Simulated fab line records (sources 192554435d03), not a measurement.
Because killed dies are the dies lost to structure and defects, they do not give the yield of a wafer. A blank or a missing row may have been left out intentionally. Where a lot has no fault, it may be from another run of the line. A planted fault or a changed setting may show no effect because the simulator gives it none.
fab line records    flow n5Finfet
record lots=10  wafers=30  lastDay=19
route steps=1938 shown GATE_CUT@506 MOL_CONTACT_COAG@526 BEOL_M4@1111 PASSIVATION@1936
lots that met no fault: from a run of the same line without faults
startH: hours from the record's first day to the start of the lot's first wafer shown    waitH: hours elapsed since this lot's preceding step    " repeats the value in the row above    L1.1+2: a row that stands for several wafers    - no value present, or no start provided    * or withheld: withheld    < > ~ a bound
route shown NAME@n: NAME is a module with steps in the file, n the number in the route of the first one    usual: mean/standard deviation taken from wafers without a fault    same: alike in all rows    chamber/n: place in a boat    sites: readings site by site    _std_site: how widely they spread, as a standard deviation    _edge_site: mean of outer sites minus mean of inner sites    radiusMm: how far each site lies from the wafer's centre    mask NAME#n: copy n    behind: the last tool/chamber to shape the wafer    hold: why the lot went on hold/how many hours it stayed there/how the hold came to an end    device: which transistor (n, p or np) failed to switch    end of line: tests run on the same wafers once the route is complete    a step without rows: its recipe alone    killed: not the wafer's yield, but the dies lost to structure and defects at the first sort    map: the dies of a wafer, with x for killed, . for not killed, _ for no die there
set.NAME: the setting that was run; set.NAME@STEP: the one run at that earlier step    model.NAME: the simulator's own value behind a step, which no gauge read
a sample of lots followed through the steps of the route, with each step as a table and each wafer as a row
services: the hour from which a tool's chamber was out of use, counted from the record's first day as startH (under 0 if before that day), plus the number of hours and why
## steps
# step N5_GATE_CUT_VAPOR_ETCH_51
# recipe chemistry=BCl3/Cl2  target=HfO2  mode=isotropic
# usual drypumpMotorCurrentA=5.9/0.3  oesProductAu=0.78/0.072
lot.wafer  tool         chamber  startH  waitH  drypumpMotorCurrentA  oesProductAu
L508.1     rieMetal-01  1        97.01   0.0    6.0                   0.78
L508.4     "            1        "       "      6.0                   0.78
L508.6     "            1        "       "      6.0                   0.79
L512.2     rieMetal-01  1        107.05  0.0    6.0                   0.78
L512.3     "            0        "       "      5.9                   0.80
L512.6     "            0        "       "      5.9                   0.79
L514.2     rieMetal-02  0        122.93  0.0    5.9                   0.86
L514.4     "            1        "       "      5.0                   0.88
L514.5     "            1        "       "      5.0                   0.88
L513.1     rieMetal-02  1        124.58  0.0    5.0                   0.87
L513.4     "            1        "       "      5.0                   0.88
L513.6     "            0        "       "      5.9                   0.85
L515.1     rieMetal-01  1        127.62  0.0    6.1                   0.78
L515.2     "            0        "       "      5.9                   0.78
L515.6     "            1        "       "      6.0                   0.78
L516.1     rieMetal-01  1        136.87  0.0    6.0                   0.78
L516.3     "            0        "       "      5.9                   0.78
L516.4     "            1        "       "      6.0                   0.77
L517.2     rieMetal-03  1        139.56  0.0    6.0                   0.63
L517.3     "            1        "       "      6.0                   0.63
L517.6     "            1        "       "      6.0                   0.64
L518.1     rieMetal-02  0        144.13  0.0    5.9                   0.86
L518.3     "            1        "       "      5.0                   0.87
L518.4     "            0        "       "      5.9                   0.85
L529.2     rieMetal-03  0        213.00  0.0    6.3                   0.82
L529.5     "            1        "       "      6.0                   0.61
L529.6     "            0        "       "      6.3                   0.83
L530.2     rieMetal-01  1        219.18  0.0    6.1                   0.75
L530.5     "            1        "       "      6.1                   0.75
L530.6     "            0        "       "      5.9                   0.77
# step N5_MOL_CONTACT_COAG_CD_MEAS_08
# recipe targetCdNm=28  landingEnergyEv=500  detector=seInlens  polarity=opening
# usual cdNm=28.12/0.25
# same landingEnergyEv=500
lot.wafer  tool      chamber  startH  waitH  cdNm
L508.1     cdSem-03  0        101.45  -      27.86
L508.4     "         0        "       "      28.63
L508.6     "         0        "       "      28.13
L512.2     cdSem-03  0        111.12  -      28.07
L512.3     "         0        "       "      28.70
L512.6     "         0        "       "      28.26
L514.2     cdSem-01  0        125.96  -      27.85
L514.4     "         0        "       "      28.42
L514.5     "         0        "       "      27.85
L513.1     cdSem-01  0        127.68  -      27.95
L513.4     "         0        "       "      27.95
L513.6     "         0        "       "      28.11
L515.1     cdSem-02  0        130.65  -      28.11
L515.2     "         0        "       "      28.16
L515.6     "         0        "       "      28.13
L516.1     cdSem-01  0        139.90  -      27.85
L516.3     "         0        "       "      27.82
L516.4     "         0        "       "      27.98
L517.2     cdSem-03  0        142.59  -      27.90
L517.3     "         0        "       "      28.23
L517.6     "         0        "       "      28.10
L518.1     cdSem-03  0        147.29  -      27.77
L518.3     "         0        "       "      27.80
L518.4     "         0        "       "      28.07
L529.2     cdSem-01  0        216.03  -      29.19
L529.5     "         0        "       "      29.31
L529.6     "         0        "       "      28.89
L530.2     cdSem-01  0        222.21  -      29.32
L530.5     "         0        "       "      29.00
L530.6     "         0        "       "      29.02
# step N5_MOL_CONTACT_COAG_OVL_MEAS_09
# recipe pointsPerWafer=522
# usual CA_OVL=-0.3/0.83
lot.wafer  tool        chamber  startH  waitH  CA_OVL[nm]
L508.1     overlay-02  0        101.48  0.0    0.9
L508.4     "           0        "       "      0.0
L508.6     "           0        "       "      0.2
L512.2     overlay-01  0        111.16  0.0    -0.6
L512.3     "           0        "       "      -1.2
L512.6     "           0        "       "      -0.9
L514.2     overlay-01  0        126.00  0.0    -0.6
L514.4     "           0        "       "      -1.3
L514.5     "           0        "       "      -1.1
L513.1     overlay-02  0        127.71  0.0    0.0
L513.4     "           0        "       "      0.8
L513.6     "           0        "       "      0.6
L515.1     overlay-02  0        130.68  0.0    -0.7
L515.2     "           0        "       "      -0.5
L515.6     "           0        "       "      -0.6
L516.1     overlay-01  0        139.93  0.0    0.0
L516.3     "           0        "       "      -0.1
L516.4     "           0        "       "      0.5
L517.2     overlay-01  0        142.64  0.0    0.9
L517.3     "           0        "       "      0.8
L517.6     "           0        "       "      2.3
L518.1     overlay-01  0        147.32  0.0    -0.7
L518.3     "           0        "       "      -1.9
L518.4     "           0        "       "      -0.5
L529.2     overlay-02  0        216.07  0.0    0.7
L529.5     "           0        "       "      -0.4
L529.6     "           0        "       "      0.1
L530.2     overlay-02  0        222.25  0.0    0.0
L530.5     "           0        "       "      0.8
L530.6     "           0        "       "      1.1
# step N5_MOL_CONTACT_COAG_ETCH_106
# recipe chemistry=N2/H2  target=SOC  targetDepthA=800  overetchA=160  maskMaterial=SiARC  tempC=40  timeS=120  ionEnergyEv=200  pressureMtorr=30  sourceW=840  biasW=150  n2FlowSccm=200  h2FlowSccm=200
# usual drypumpMotorCurrentA=5.9/0.54  oesProductAu=0.72/0.062  rfVppV=523.3/2.8  showerheadPlenumPTorr=2.52/0.1  throttleValvePct=17.77/0.25
lot.wafer  tool        chamber  startH  waitH  drypumpMotorCurrentA  oesProductAu  rfHoursCounterH  rfVppV  showerheadPlenumPTorr  throttleValvePct
L508.1     rieDiel-05  0        102.56  0.1    5.4                   0.81          21               526.0   2.59                   17.59
L508.4     "           0        "       "      5.3                   0.80          -                527.5   2.59                   17.61
L508.6     "           0        "       "      5.4                   0.80          -                524.3   2.59                   17.62
L512.2     rieDiel-03  0        111.42  0.0    6.0                   0.78          46               521.5   2.49                   17.95
L512.3     "           2        "       "      6.7                   0.77          34               525.7   2.59                   17.81
L512.6     "           2        "       "      6.7                   0.78          -                525.8   2.59                   17.80
L514.2     rieDiel-03  1        126.17  0.0    6.5                   0.80          25               525.6   2.60                   17.53
L514.4     "           0        "       "      6.0                   0.77          53               521.0   2.48                   17.96
L514.5     "           3        "       "      5.6                   0.63          -                526.0   2.63                   18.36
L513.1     rieDiel-01  3        127.98  0.0    5.2                   0.69          145              517.7   2.32                   17.46
L513.4     "           1        "       "      6.5                   0.77          32               523.0   2.50                   17.56
L513.6     "           1        "       "      6.5                   0.76          -                522.9   2.50                   17.54
L515.1     rieDiel-03  3        131.08  0.0    5.6                   0.62          219              526.4   2.63                   18.38
L515.2     "           2        "       "      6.7                   0.77          43               524.7   2.59                   17.82
L515.6     "           1        "       "      6.5                   0.80          -                523.4   2.60                   17.56
L516.1     rieDiel-03  1        140.10  0.0    6.5                   0.80          29               524.3   2.59                   17.57
L516.3     "           3        "       "      5.6                   0.63          222              526.5   2.62                   18.37
L516.4     "           0        "       "      6.0                   0.76          57               520.7   2.48                   17.97
L517.2     rieDiel-03  0        142.81  0.0    6.0                   0.76          58               521.9   2.48                   17.97
L517.3     "           3        "       "      5.6                   0.63          223              525.0   2.62                   18.37
L517.6     "           3        "       "      5.6                   0.63          -                525.3   2.62                   18.37
L518.1     rieDiel-01  0        147.49  0.0    6.2                   0.70          133              520.0   2.44                   17.81
L518.3     "           2        "       "      5.4                   0.65          193              526.0   2.63                   17.91
L518.4     "           1        "       "      6.5                   0.75          39               522.8   2.50                   17.57
L529.2     rieDiel-05  0        216.24  0.0    5.4                   0.73          69               525.4   2.57                   17.70
L529.5     "           3        "       "      5.5                   0.81          -                521.9   2.48                   17.34
L529.6     "           0        "       "      5.4                   0.74          -                526.1   2.57                   17.69
L530.2     rieDiel-03  1        222.42  0.0    6.5                   0.75          55               523.8   2.58                   17.61
L530.5     "           3        "       "      5.6                   0.61          -                524.9   2.61                   18.41
L530.6     "           0        "       "      6.0                   0.73          -                520.0   2.47                   18.02
# step N5_BEOL_M4_RC_MEAS_101
# usual DIBL_N=36.0/1.7  DIBL_P=36.2/1.9  IOFF_N=0.154/0.028  IOFF_P=0.21/0.036  ION_N=675/11  ION_P=463/8.3  SS_N=71.4/0.63  SS_P=73.2/0.55  VT_N=250.2/3  VT_P=-251/3.7
lot.wafer  tool       chamber  startH  waitH  DIBL_N[mV/V]  DIBL_P[mV/V]  IOFF_N[nA/um]  IOFF_P[nA/um]  ION_N[uA/um]  ION_P[uA/um]  SS_N[mV/dec]  SS_P[mV/dec]  VT_N[mV]  VT_P[mV]
L508.1     prober-02  0        192.80  0.0    37.5          37.4          0.178          0.29           673           469           71.7          73.6          248.0     -242
L508.4     "          0        "       "      34.2          33.4          0.133          0.23           672           475           70.0          73.3          251.1     -245
L508.6     "          0        "       "      36.4          35.8          0.157          0.26           666           468           71.2          73.5          253.0     -243
L512.2     prober-02  0        239.69  0.2    37.7          38.6          0.180          0.23           685           477           71.5          73.7          249.5     -247
L512.3     "          0        "       "      38.0          38.8          0.185          0.23           679           467           72.4          73.4          246.9     -248
L512.6     "          0        "       "      34.4          34.9          0.128          0.17           671           462           71.1          72.3          252.7     -250
L513.1     prober-01  0        262.57  0.0    38.5          40.8          0.191          0.23           689           469           71.7          73.7          247.8     -248
L513.4     "          0        "       "      34.9          36.2          0.124          0.17           654           455           71.2          73.0          255.7     -254
L513.6     "          0        "       "      37.2          39.1          0.178          0.20           700           465           71.2          74.1          246.3     -252
L514.2     prober-02  0        264.84  0.2    34.7          35.6          0.134          0.18           666           460           71.4          72.7          252.2     -252
L514.4     "          0        "       "      35.7          36.4          0.155          0.20           679           461           71.4          72.8          248.9     -251
L514.5     "          0        "       "      35.7          36.5          0.146          0.19           674           465           71.2          72.5          249.6     -251
L515.1     prober-01  0        269.35  0.0    36.9          37.4          0.154          0.20           673           455           71.7          73.4          252.1     -252
L515.2     "          0        "       "      35.5          35.5          0.126          0.18           660           455           72.1          72.6          252.8     -252
L515.6     "          0        "       "      36.7          36.4          0.142          0.18           670           455           71.4          73.1          250.3     -254
L516.1     prober-01  0        276.31  0.0    32.5          32.9          0.102          0.15           657           452           70.8          71.7          255.7     -254
L516.3     "          0        "       "      35.8          37.7          0.158          0.21           673           465           71.1          73.0          249.3     -248
L516.4     "          0        "       "      33.1          34.8          0.113          0.17           662           463           70.6          72.3          252.1     -254
L517.2     prober-02  0        282.07  0.2    35.3          34.8          0.139          0.19           680           463           71.2          73.5          248.6     -253
L517.3     "          0        "       "      37.6          36.5          0.168          0.21           674           459           72.3          73.3          250.2     -250
L517.6     "          0        "       "      35.9          35.5          0.142          0.19           670           453           71.2          73.5          251.0     -254
L518.1     prober-02  0        291.63  0.0    38.4          38.3          0.186          0.21           689           457           71.5          73.9          247.5     -252
L518.3     "          0        "       "      36.0          35.2          0.135          0.17           667           452           71.5          73.1          250.2     -253
L518.4     "          0        "       "      37.1          35.5          0.162          0.18           677           456           71.9          73.5          250.1     -255
L529.2     prober-02  0        342.68  0.2    37.4          39.0          0.203          0.29           690           476           71.6          74.1          243.0     -243
L529.5     "          0        "       "      37.1          37.7          0.182          0.27           676           471           71.2          73.0          246.8     -244
L529.6     "          0        "       "      34.3          34.6          0.134          0.21           668           466           70.7          72.8          252.2     -243
L530.2     prober-01  0        344.31  0.2    36.7          35.6          0.158          0.24           666           465           71.5          73.4          252.7     -247
L530.5     "          0        "       "      37.2          37.2          0.174          0.26           676           471           71.2          73.7          247.7     -243
L530.6     "          0        "       "      36.0          34.8          0.164          0.23           686           477           71.5          73.0          248.4     -247
# step N5_PASSIVATION_PROBE_49
# usual defectLimitedYield=90.9/1.4  killed_at_M0_to_M3=38/11  killed_at_M4_up=13/5.9  killedAtContacts=14/6.4  killedAtFrontEnd=38/11  killedAtOther=3.3/2.5  killedDies=107/16  killedOnRim=14/3.6  killedOpen=70/12  killedShort=35/7.7  sort_bin_5_function=5.3/0.94  sort_bin_6_memory=3.5/0.7  sort_bin_8_speed=0.00/0.007  sortNPass=1073/16  sortYieldPct=90.9/1.4
# same grossDies=1180  killedAtBackSide=0  sort_bin_4_leakage[%]=0
lot.wafer  tool       chamber  startH  waitH  defectLimitedYield[%]  killed_at_M0_to_M3  killed_at_M4_up  killedAtContacts  killedAtFrontEnd  killedAtOther  killedDies  killedOnRim  killedOpen  killedShort  sort_bin_5_function[%]  sort_bin_6_memory[%]  sort_bin_8_speed[%]  sortNPass  sortYieldPct[%]
L508.1     prober-01  -        290.92  0.0    91.5                   38                  8                17                36                1              100         10           65          35           5.0                     3.3                   0                    1080       91.5
L508.4     prober-01  -        291.07  0.2    90.8                   41                  5                24                37                1              108         14           79          27           6.3                     2.6                   0                    1072       90.8
L508.6     prober-01  -        291.17  0.3    90.8                   46                  18               13                29                2              108         16           64          44           4.8                     3.9                   0                    1072       90.8
L512.2     prober-02  -        341.61  0.1    93.1                   30                  11               11                29                0              81          7            59          18           3.0                     3.6                   0                    1099       93.1
L512.3     prober-02  -        341.66  0.1    91.4                   33                  18               14                36                1              102         20           65          32           4.7                     3.7                   0                    1078       91.4
L512.6     prober-02  -        341.81  0.3    91.7                   29                  14               10                44                1              98          13           60          32           4.8                     3.0                   0                    1082       91.7
L514.2     prober-02  -        371.81  0.1    91.4                   38                  12               18                24                9              101         11           74          27           4.7                     3.6                   0                    1079       91.4
L514.4     prober-02  -        371.91  0.2    89.6                   45                  17               18                38                5              123         17           77          43           6.0                     4.2                   0                    1057       89.6
L514.5     prober-02  -        371.96  0.2    91.1                   34                  16               11                35                9              105         14           67          36           6.3                     2.1                   0                    1075       91.1
L513.1     prober-01  -        372.04  0.0    89.7                   44                  12               10                54                2              122         14           75          47           5.8                     3.7                   0                    1058       89.7
L513.4     prober-01  -        372.19  0.2    93.2                   33                  12               9                 25                1              80          12           60          18           3.7                     2.8                   0                    1100       93.2
L513.6     prober-01  -        372.29  0.3    91.5                   37                  21               5                 32                5              100         12           65          31           5.5                     2.8                   0                    1080       91.5
L515.1     prober-02  -        381.80  0.0    92.3                   25                  18               11                35                2              91          13           61          30           5.0                     2.5                   0                    1089       92.3
L515.2     prober-02  -        381.85  0.1    92.0                   38                  11               7                 37                1              94          12           66          28           5.3                     2.3                   0                    1086       92.0
L515.6     prober-02  -        382.05  0.3    88.9                   39                  26               6                 57                3              131         13           91          40           6.9                     4.0                   0                    1049       88.9
L516.1     prober-01  -        395.12  0.0    91.2                   48                  15               9                 23                9              104         12           63          40           5.0                     3.5                   0.08                 1075       91.1
L516.3     prober-01  -        395.22  0.1    90.4                   46                  14               13                37                3              113         16           86          26           6.2                     3.3                   0                    1067       90.4
L516.4     prober-01  -        395.27  0.2    92.4                   33                  17               9                 28                3              90          10           52          36           4.2                     3.1                   0                    1090       92.4
L517.2     prober-02  -        395.85  0.1    90.7                   40                  16               14                38                2              110         15           79          31           5.7                     3.4                   0                    1070       90.7
L517.3     prober-02  -        395.90  0.1    91.9                   30                  25               10                25                5              95          12           76          19           4.7                     3.2                   0                    1085       91.9
L517.6     prober-02  -        396.05  0.3    89.7                   38                  28               15                37                4              122         16           91          31           5.5                     4.6                   0                    1058       89.7
L518.1     prober-02  -        406.66  0.0    90.8                   37                  11               9                 42                10             109         19           57          49           5.0                     3.4                   0                    1071       90.8
L518.3     prober-02  -        406.76  0.1    91.8                   39                  8                8                 40                2              97          12           65          31           5.0                     3.1                   0                    1083       91.8
L518.4     prober-02  -        406.81  0.2    90.7                   41                  9                12                46                2              110         15           69          39           5.3                     3.6                   0                    1070       90.7
L529.2     prober-02  -        461.99  0.1    94.8                   17                  6                6                 26                6              61          5            42          17           2.8                     2.1                   0                    1119       94.8
L529.5     prober-02  -        462.14  0.2    92.2                   42                  10               15                21                4              92          11           61          30           3.8                     3.8                   0                    1088       92.2
L529.6     prober-02  -        462.19  0.3    92.3                   43                  6                8                 29                5              91          12           68          23           3.8                     3.6                   0                    1089       92.3
L530.2     prober-01  -        463.96  0.1    90.3                   56                  6                8                 39                5              114         12           81          33           5.6                     3.6                   0                    1066       90.3
L530.5     prober-01  -        464.11  0.2    90.6                   51                  11               16                29                4              111         16           82          28           5.4                     3.6                   0                    1069       90.6
L530.6     prober-01  -        464.16  0.3    90.3                   47                  12               18                38                0              115         14           79          36           6.0                     3.1                   0                    1065       90.3
# killed by level:class
L508.1 MOL_CONTACT_COAG:geometricParticle:open=16 BEOL_M3:geometricParticle:open=10 BEOL_M0_SAQP:geometricParticle:short=9 GATE_CUT:geometricParticle:short=7 BEOL_M0_SAQP:geometricParticle:open=7 DUMMY_GATE:geometricParticle:open=6 FIN_SAQP:geometricParticle:open=4 BEOL_M1:geometricParticle:open=4
L508.4 MOL_CONTACT_COAG:geometricParticle:open=21 BEOL_M0_SAQP:geometricParticle:open=17 FIN_SAQP:geometricParticle:open=13 BEOL_M0_SAQP:geometricParticle:short=9 GATE_CUT:geometricParticle:short=5 BEOL_M1:geometricParticle:open=4 BEOL_M2:geometricParticle:short=4 STARTING-WAFER:geometricParticle:open=4
L508.6 BEOL_M0_SAQP:geometricParticle:short=12 BEOL_M0_SAQP:geometricParticle:open=11 BEOL_M3:geometricParticle:open=9 BEOL_M4:geometricParticle:open=9 FIN_SAQP:geometricParticle:open=8 MOL_CONTACT_COAG:geometricParticle:open=8 FIN_SAQP:geometricParticle:short=7 MOL_CONTACT_COAG:geometricParticle:short=5
L512.2 MOL_CONTACT_COAG:geometricParticle:open=11 BEOL_M2:geometricParticle:open=7 BEOL_M3:geometricParticle:open=7 FIN_SAQP:geometricParticle:short=6 STI_FIN_REVEAL:geometricParticle:open=6 BEOL_M0_SAQP:geometricParticle:short=6 BEOL_M0_SAQP:geometricParticle:open=5 BEOL_M0:geometricParticle:open=4
L512.3 MOL_CONTACT_COAG:geometricParticle:open=13 FIN_SAQP:geometricParticle:short=10 BEOL_M2:geometricParticle:open=10 FIN_SAQP:geometricParticle:open=9 BEOL_M3:geometricParticle:open=6 BEOL_M2:geometricParticle:short=5 BEOL_M4:geometricParticle:open=5 BEOL_M0_SAQP:geometricParticle:short=4
L512.6 FIN_SAQP:geometricParticle:short=9 MOL_CONTACT_COAG:geometricParticle:open=8 STI_FIN_REVEAL:geometricParticle:open=7 FIN_SAQP:geometricParticle:open=6 BEOL_M3:geometricParticle:open=6 BEOL_M5:geometricParticle:open=6 BEOL_M0:geometricParticle:open=5 BEOL_M5:geometricParticle:short=4
L514.2 BEOL_M3:geometricParticle:open=14 MOL_CONTACT_COAG:geometricParticle:open=13 FIN_SAQP:geometricParticle:open=8 BEOL_M2:geometricParticle:open=7 MOL_CONTACT_COAG:geometricParticle:short=5 BEOL_M0_SAQP:geometricParticle:open=5 BEOL_M1:geometricParticle:open=5 FIN_SAQP:geometricParticle:short=4
L514.4 MOL_CONTACT_COAG:geometricParticle:open=13 BEOL_M0_SAQP:geometricParticle:short=13 BEOL_M4:geometricParticle:open=12 FIN_SAQP:geometricParticle:short=9 BEOL_M3:geometricParticle:open=9 BEOL_M1:geometricParticle:open=8 BEOL_M2:geometricParticle:open=7 BEOL_M0_SAQP:geometricParticle:open=6
L514.5 BEOL_M2:geometricParticle:open=10 BEOL_M3:geometricParticle:open=9 STI_FIN_REVEAL:geometricParticle:open=8 MOL_CONTACT_COAG:geometricParticle:open=8 BEOL_M4:geometricParticle:open=8 FIN_SAQP:geometricParticle:open=6 PASS1_CAP:geometricParticle:short=6 FIN_SAQP:geometricParticle:short=5
L513.1 FIN_SAQP:geometricParticle:open=19 BEOL_M0_SAQP:geometricParticle:short=14 BEOL_M3:geometricParticle:open=14 FIN_SAQP:geometricParticle:short=11 STI_FIN_REVEAL:geometricParticle:open=9 BEOL_M0_SAQP:geometricParticle:open=7 BEOL_M2:geometricParticle:open=6 STI_FIN_REVEAL:geometricParticle:short=5
L513.4 MOL_CONTACT_COAG:geometricParticle:open=9 BEOL_M2:geometricParticle:open=8 BEOL_M3:geometricParticle:open=7 BEOL_M0_SAQP:geometricParticle:open=6 BEOL_M4:geometricParticle:open=6 STI_FIN_REVEAL:geometricParticle:open=5 BEOL_M0_SAQP:geometricParticle:short=5 GATE_CUT:geometricParticle:open=4
L513.6 BEOL_M0:geometricParticle:open=9 STI_FIN_REVEAL:geometricParticle:open=8 BEOL_M4:geometricParticle:open=8 FIN_SAQP:geometricParticle:short=7 BEOL_M0_SAQP:geometricParticle:open=7 BEOL_M3:geometricParticle:open=6 FIN_SAQP:geometricParticle:open=5 MOL_CONTACT_COAG:geometricParticle:open=5
L515.1 STI_FIN_REVEAL:geometricParticle:open=13 MOL_CONTACT_COAG:geometricParticle:open=10 BEOL_M4:geometricParticle:open=9 BEOL_M0_SAQP:geometricParticle:short=8 FIN_SAQP:geometricParticle:open=7 GATE_CUT:geometricParticle:short=6 BEOL_M0_SAQP:geometricParticle:open=4 BEOL_M1:geometricParticle:open=4
L515.2 FIN_SAQP:geometricParticle:open=7 BEOL_M0_SAQP:geometricParticle:short=7 BEOL_M1:geometricParticle:open=7 BEOL_M3:geometricParticle:open=7 STI_FIN_REVEAL:geometricParticle:open=6 MOL_CONTACT_COAG:geometricParticle:open=6 BEOL_M1:geometricParticle:short=6 DUMMY_GATE:geometricParticle:open=5
L515.6 FIN_SAQP:geometricParticle:open=24 BEOL_M4:geometricParticle:open=12 BEOL_M0_SAQP:geometricParticle:short=8 BEOL_M1:geometricParticle:open=8 FIN_SAQP:geometricParticle:short=7 BEOL_M0_SAQP:geometricParticle:open=6 MOL_CONTACT_COAG:geometricParticle:open=5 STARTING-WAFER:geometricParticle:short=5
L516.1 BEOL_M0_SAQP:geometricParticle:short=11 BEOL_M2:geometricParticle:open=10 BEOL_M3:geometricParticle:open=10 MOL_CONTACT_COAG:geometricParticle:open=8 BEOL_M4:geometricParticle:open=6 FIN_SAQP:geometricParticle:open=5 GATE_CUT:geometricParticle:short=5 BEOL_M0_SAQP:geometricParticle:open=5
L516.3 BEOL_M2:geometricParticle:open=13 BEOL_M3:geometricParticle:open=13 MOL_CONTACT_COAG:geometricParticle:open=12 BEOL_M4:geometricParticle:open=8 DUMMY_GATE:geometricParticle:open=7 STI_FIN_REVEAL:geometricParticle:open=6 GATE_CUT:geometricParticle:short=5 BEOL_M0_SAQP:geometricParticle:short=5
L516.4 BEOL_M0_SAQP:geometricParticle:short=9 BEOL_M3:geometricParticle:open=8 BEOL_M2:geometricParticle:open=7 MOL_CONTACT_COAG:geometricParticle:open=5 BEOL_M5:geometricParticle:open=5 FIN_SAQP:geometricParticle:short=4 MOL_CONTACT_COAG:geometricParticle:short=4 BEOL_M8:geometricParticle:open=4
L517.2 FIN_SAQP:geometricParticle:open=11 MOL_CONTACT_COAG:geometricParticle:open=11 BEOL_M1:geometricParticle:open=11 BEOL_M4:geometricParticle:open=10 FIN_SAQP:geometricParticle:short=7 DUMMY_GATE:geometricParticle:open=7 BEOL_M0_SAQP:geometricParticle:open=7 BEOL_M3:geometricParticle:open=7
L517.3 BEOL_M4:geometricParticle:open=15 BEOL_M1:geometricParticle:open=9 FIN_SAQP:geometricParticle:open=8 MOL_CONTACT_COAG:geometricParticle:open=7 BEOL_M3:geometricParticle:open=6 BEOL_M2:geometricParticle:open=5 STI_FIN_REVEAL:geometricParticle:open=4 GATE_CUT:geometricParticle:short=3
L517.6 BEOL_M4:geometricParticle:open=18 BEOL_M0_SAQP:geometricParticle:open=14 MOL_CONTACT_COAG:geometricParticle:open=11 FIN_SAQP:geometricParticle:open=9 BEOL_M0_SAQP:geometricParticle:short=8 FIN_SAQP:geometricParticle:short=7 DUMMY_GATE:geometricParticle:open=6 BEOL_M5:geometricParticle:open=6
L518.1 FIN_SAQP:geometricParticle:short=9 FIN_SAQP:geometricParticle:open=7 MOL_CONTACT_COAG:geometricParticle:open=7 MIM_TOP_ETCH:geometricParticle:short=6 DUMMY_GATE:geometricParticle:open=5 GATE_CUT:geometricParticle:short=5 BEOL_M0_SAQP:geometricParticle:open=5 BEOL_M0_SAQP:geometricParticle:short=5
L518.3 BEOL_M0_SAQP:geometricParticle:open=9 BEOL_M1:geometricParticle:open=9 FIN_SAQP:geometricParticle:open=8 DUMMY_GATE:geometricParticle:open=7 BEOL_M0_SAQP:geometricParticle:short=7 MOL_CONTACT_COAG:geometricParticle:open=6 BEOL_M3:geometricParticle:open=6 STARTING-WAFER:geometricParticle:short=5
L518.4 STI_FIN_REVEAL:geometricParticle:open=16 BEOL_M3:geometricParticle:open=14 MOL_CONTACT_COAG:geometricParticle:open=8 FIN_SAQP:geometricParticle:short=7 FIN_SAQP:geometricParticle:open=5 GATE_CUT:geometricParticle:short=5 BEOL_M0:geometricParticle:open=5 BEOL_M3:geometricParticle:short=5
L529.2 STI_FIN_REVEAL:geometricParticle:open=8 MOL_CONTACT_COAG:geometricParticle:open=6 STI_FIN_REVEAL:geometricParticle:short=3 BEOL_M0:geometricParticle:open=3 BEOL_M1:geometricParticle:open=3 BEOL_M2:geometricParticle:open=3 DUMMY_GATE:geometricParticle:open=2 ILD0:geometricParticle:open=2
L529.5 MOL_CONTACT_COAG:geometricParticle:open=14 BEOL_M2:geometricParticle:open=13 BEOL_M3:geometricParticle:open=9 STI_FIN_REVEAL:geometricParticle:open=7 BEOL_M1:geometricParticle:open=5 BEOL_M2:geometricParticle:short=5 BEOL_M0:geometricParticle:short=3 BEOL_M4:geometricParticle:open=3
L529.6 BEOL_M3:geometricParticle:open=16 STI_FIN_REVEAL:geometricParticle:open=15 BEOL_M2:geometricParticle:open=10 MOL_CONTACT_COAG:geometricParticle:open=7 BEOL_M0_SAQP:geometricParticle:short=4 BEOL_M1:geometricParticle:open=4 GATE_CUT:geometricParticle:short=3 BEOL_M0_SAQP:geometricParticle:open=3
L530.2 BEOL_M1:geometricParticle:open=18 STI_FIN_REVEAL:geometricParticle:open=15 MOL_CONTACT_COAG:geometricParticle:open=8 BEOL_M3:geometricParticle:open=8 BEOL_M0_SAQP:geometricParticle:short=8 BEOL_M0_SAQP:geometricParticle:open=8 BEOL_M2:geometricParticle:open=6 GATE_CUT:geometricParticle:short=6
L530.5 BEOL_M1:geometricParticle:open=15 MOL_CONTACT_COAG:geometricParticle:open=12 BEOL_M3:geometricParticle:open=11 STI_FIN_REVEAL:geometricParticle:open=7 BEOL_M2:geometricParticle:open=7 DUMMY_GATE:geometricParticle:open=6 BEOL_M0_SAQP:geometricParticle:short=6 BEOL_M0_SAQP:geometricParticle:open=5
L530.6 STI_FIN_REVEAL:geometricParticle:open=14 MOL_CONTACT_COAG:geometricParticle:open=12 BEOL_M3:geometricParticle:open=12 BEOL_M1:geometricParticle:open=10 MOL_CONTACT_COAG:geometricParticle:short=6 BEOL_M0_SAQP:geometricParticle:open=6 BEOL_M1:geometricParticle:short=6 BEOL_M0_SAQP:geometricParticle:short=5
## services
tool         chamber  startH  hours  kind
rieMetal-03  -        83.56   1.7    repair
rieDiel-05   1        84.10   21.9   repair
rieDiel-05   3        96.30   1.8    repair
rieMetal-03  -        99.25   2.8    pm
rieDiel-05   2        100.11  16.3   repair
rieDiel-05   1        116.46  -      clean
rieDiel-05   1        116.46  -      consumableReplace:focusRing
rieDiel-05   3        119.45  6.4    repair
rieDiel-05   3        134.83  -      clean
rieDiel-05   3        134.83  -      consumableReplace:focusRing
rieDiel-05   3        134.83  29.9   scheduledDown
rieDiel-05   3        134.83  29.9   ventCycle
rieDiel-03   2        157.49  2.7    repair
## key
firstSign step=N5_MOL_CONTACT_COAG_CD_MEAS_08  reading=cdNm  direction=up  sigmas=4.1  usual=28.12  struck=29.12
effect none on later readings
metAt N5_MOL_CONTACT_COAG_CD_MEAS_08
struckLots L529,L530
loopTrim step=N5_MOL_CONTACT_COAG_EXPOSE_05  setting=dose  lots=L530
notActingAt N5_GATE_CUT_VAPOR_ETCH_51,N5_MOL_CONTACT_COAG_OVL_MEAS_09,N5_MOL_CONTACT_COAG_ETCH_106
onsetBetween 139.90 216.03
alsoFits time
fault kind=metrologyMatchingOffset  tool=cdSem-01  chamber=-  onsetH=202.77  steps=N5_MOL_CONTACT_COAG_CD_MEAS_08  param=cdNm  offset=1.2008
# loopTrim: a control loop set the setting to another value than it would have without faults
